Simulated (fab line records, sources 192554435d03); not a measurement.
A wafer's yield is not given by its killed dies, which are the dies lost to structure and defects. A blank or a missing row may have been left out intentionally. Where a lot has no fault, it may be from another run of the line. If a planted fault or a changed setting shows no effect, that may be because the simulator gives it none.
Split-lot trial | flow n5 finfet | 21 wafers read across 7 lots, on a route 1938 steps long

## THE SPLIT
At N5_BEOL_M4_ETCH_64 (etches SOC in N2/H2, target depth 75 nm, overetch 22.5 nm, time 121.9 s), the setting bias w was moved away from the recipe's 150 W on 5 of the 21 wafers read, by -8.6% to +11.0%. This setting was run at the recipe's value on the other wafers.

The reading is taken at the split's own step.

## THE READING
rf vpp V, in V, at N5_BEOL_M4_ETCH_64 (etches SOC in N2/H2, target depth 75 nm, overetch 22.5 nm, time 121.9 s). Typical for fault-free wafers on this fab line: 524.4 V, with standard deviation 2.3 V.

wafer  | tool, chamber at the split | bias w as run, W | against the recipe | rf vpp V, V | against lot-mates on the recipe
L074.1 | rie diel-04, 3             | 150              | recipe             | 527.1       | -
L074.3 | rie diel-04, 0             | 160.1            | +6.7%              | 545.6       | +20.8
L074.6 | rie diel-04, 0             | 150              | recipe             | 522.6       | -
L076.2 | rie diel-05, 2             | 150              | recipe             | 525.4       | -
L076.3 | rie diel-05, 0             | 150              | recipe             | 524.3       | -
L076.4 | rie diel-05, 3             | 150              | recipe             | 528.4       | -
L078.4 | rie diel-04, 2             | 150              | recipe             | 523.7       | -
L078.5 | rie diel-04, 1             | 150              | recipe             | 524.6       | -
L078.6 | rie diel-04, 3             | 150              | recipe             | 527.4       | -
L082.2 | rie diel-02, 0             | 166.5            | +11.0%             | 556.3       | +29.4
L082.4 | rie diel-02, 2             | 150              | recipe             | 526.9       | -
L082.6 | rie diel-02, 2             | 166.5            | +11.0%             | 563.9       | +37.0
L084.2 | rie diel-05, 3             | 150              | recipe             | 528.8       | -
L084.4 | rie diel-05, 1             | 150              | recipe             | 522.6       | -
L084.6 | rie diel-05, 3             | 150              | recipe             | 528.4       | -
L085.3 | rie diel-05, 1             | 150              | recipe             | 522.3       | -
L085.4 | rie diel-05, 0             | 141.1            | -5.9%              | 503.1       | -21.7
L085.5 | rie diel-05, 3             | 150              | recipe             | 527.3       | -
L093.1 | rie diel-02, 3             | 137.1            | -8.6%              | 496.4       | -26.2
L093.4 | rie diel-02, 1             | 150              | recipe             | 524.6       | -
L093.6 | rie diel-02, 0             | 150              | recipe             | 520.6       | -

THE FIT
A straight line over all 21 wafers: rf vpp V changes by +3.25 V for each +1% of bias w; r = +0.98; the points scatter about the line by 2.7 V.
The same after taking each lot's own level away (the mean of its wafers on the recipe; 21 wafers): +3.1 V for each +1%; r = +0.99; scatter 2.4 V.
Per that fit: largest bias w move, reading shift of 34 V.
From 522.60 to 526.90 V: that is the span of the lots' own levels, equal to 1.9 times the standard deviation above.
Hence the lot-to-lot level has little effect on the slope; both slopes agree.
Check: for one of the wafers moved furthest among these (+11.0%), held out of the fit, the line's prediction against its lot-mates is +35.9 V. It came out at +29.4 V against them.
Tool readings at the split's step, against how far the setting was moved: rf vpp V r = +0.98.

## THE OTHER SPLITS THESE WAFERS WENT THROUGH
These wafers also went through other splits before the reading. Each is held against what the fit with the lots' levels taken away leaves over:
other split on the same wafers    | wafers away from the commonest value | r with rf vpp V (lot level and that fit taken away)
N5_BEOL_M0_SAQP_COAT_34 spin rpm  | 2                                    | +0.24
N5_BEOL_M0_ETCH_138 source w      | 9                                    | -0.09
N5_BEOL_M2_ILD_DEP_00 time s      | 4                                    | -0.10
N5_BEOL_M3_HM_DEP_02 target thk a | 5                                    | +0.01
N5_BEOL_M3_COAT_62 spin rpm       | 6                                    | -0.33
N5_BEOL_M4_COAT_05 spin rpm       | 5                                    | -0.05

## THE WHOLE CHAIN: every reading that the file lists as answering this split, in the file's order
step               | what it does                                                            | reading                                                                          | change (the file's fit)                | r (the file's)
N5_BEOL_M4_ETCH_64 | etches SOC in N2/H2, target depth 75 nm, overetch 22.5 nm, time 121.9 s | rf vpp V                                                                         | +3.12 V for each +1% of the setting    | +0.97
N5_BEOL_M4_ETCH_64 | etches SOC in N2/H2, target depth 75 nm, overetch 22.5 nm, time 121.9 s | SiARC_of_BEOL_M4_COAT_62.thk nm (the simulator's own value, which no gauge read) | -0.0785 nm for each +1% of the setting | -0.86

## THE FILE'S OWN FIT
rf vpp V changes by +3.12 V for each +1% of bias w, r = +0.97.
